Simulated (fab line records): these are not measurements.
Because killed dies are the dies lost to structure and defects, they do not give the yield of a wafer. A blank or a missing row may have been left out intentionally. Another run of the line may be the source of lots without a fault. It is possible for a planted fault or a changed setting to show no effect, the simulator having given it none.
Code-filled problem report in 8D (eight disciplines) form	flow n5-finfet	the parts of the form that need people (team, actions taken, sign-off) are left out

1. WHAT IS WRONG
Wafers with no fault read 94.1 nm with a standard deviation of 2.2, whereas trench-depth-nm at N5_BEOL_M8_OCD_MEAS_38 reads a mean of 104.8 nm on 1 wafer of 1 lot. That puts it +4.9 standard deviations away from the usual mean.
First observed at day 13 05:48: wafer L801.5, on ocd-02. At this step, 20 wafers from 7 lots have a number in the record. The rule behind "out" and "out of limits": a value lying over 4 standard deviations away from the usual mean. The rest of the wafers with a number are treated as sound.

2. WHAT IT IS AND WHAT IT IS NOT
question	is	is not
which readings at this step	trench-depth-nm	-
which lots	L801	L786, L787, L788, L791, L799, L809
which wafers of those lots	L801.5	L801.4, L801.6
read on which gauges	ocd-02	ocd-01
when	from day 13 05:48	up to then (13 sound wafers); but 6 sound wafers of L799, L809 came after

3. SUSPECTS, AND WHAT RULES EACH OUT
Counting: any tool at a process step up to the reading remains a suspect provided it ran every lot that is out. Sound lots after the first of them don't rule it out here, since some wafers of a struck lot are sound.
- the gauge at N5_BEOL_M8_OCD_MEAS_38 is ruled out. All the wafers that are out were read on ocd-02, but those of them that N5_BEOL_M8_TRENCH_ETCH_37 has rows for are out there too, on other tools.
- rie-diel-05 at N5_BEOL_M8_STRIP_19 (strips in O2): kept. L801, the lot that is out, went through it at day 13 04:51; up to then, the latest sound lot through it was L786 at day 9 20:26.
- rie-diel-05 at N5_BEOL_M8_TRENCH_ETCH_37 (etches SiCOH lowk in C4F6/O2, target depth 93.478 nm, time 31.2 s): kept. L801, the lot that is out, went through it at day 13 05:38; up to then, the latest sound lot through it was L791 at day 11 18:39. Its own run-length-s readings are out on those wafers.
- Within rie-diel-05 at N5_BEOL_M8_STRIP_19: the wafers that are out ran in chamber 1; their sound lot-mates ran in chambers 0, 2.
- Within rie-diel-05 at N5_BEOL_M8_TRENCH_ETCH_37: the wafers that are out ran in chamber 0; their sound lot-mates ran in chambers 2, 3.
After counting, rie-diel-05 at N5_BEOL_M8_STRIP_19 and rie-diel-05 at N5_BEOL_M8_TRENCH_ETCH_37 remain.

4. THE CAUSE (what the simulator had put in)
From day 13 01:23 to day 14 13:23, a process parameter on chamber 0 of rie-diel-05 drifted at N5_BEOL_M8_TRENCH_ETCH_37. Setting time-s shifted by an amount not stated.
2 suspects survive the count, and this tool is in that group.

5. THE EFFECT CHAIN, in route order
Rows list readings where the struck wafers' mean (over those with a number) sits beyond 3 standard deviations from the usual. Readings are gone through only where the record gives a usual standard deviation; hours: the median, over the lots, of the time from a lot's start at the first step in this table giving one to that lot's start at this step; sigmas: the change measured in usual standard deviations.
hours	step	reading	usual	on struck wafers	change	sigmas
0	N5_BEOL_M8_TRENCH_ETCH_37	run-length-s	54.5 s	58.6	+4.1	+9.3
0	N5_BEOL_M8_OCD_MEAS_38	trench-depth-nm	94.1 nm	104.8	+10.7	+4.9
2	N5_BEOL_M8_THK_MEAS_53	M8_THK	80.8 nm	90.4	+9.6	+3.8
2	N5_BEOL_M8_RS_MEAS_57	M8_RS	0.282 ohm/sq	0.245	-0.037	-3.7
64	N5_BEOL_M15_RC_MEAS_101	SERP_M8	13.6 ohm/um	11.4	-2.2	-3.4
64	N5_BEOL_M15_RC_MEAS_101	SERP_M8_max_site	14.2 ohm/um	12.1	-2.1	-3.1
Process steps it contains:
- N5_BEOL_M8_TRENCH_ETCH_37: etches SiCOH lowk in C4F6/O2, target depth 93.478 nm, time 31.2 s.
Later steps that measure or inspect, where all struck wafers having a row at the step show a number for every such reading and not one has moved that far: N5_BEOL_M8_CD_MEAS_35.

6. WHAT WOULD HAVE CAUGHT IT SOONER
In this record the first reading out of limits at a measuring or inspecting step was taken at day 13 05:48, 4 hours after the fault began at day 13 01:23.
At N5_BEOL_M8_TRENCH_ETCH_37, the tool's own readings (run-length-s) were out on each struck wafer the step has a row for, so an alarm limit on them would have fired on the first such wafer.
Each of the lots that are out, 1 in all, had begun N5_BEOL_M8_TRENCH_ETCH_37 on rie-diel-05 no later than day 13 05:48. A hold on the tool at that time would have spared none of them.
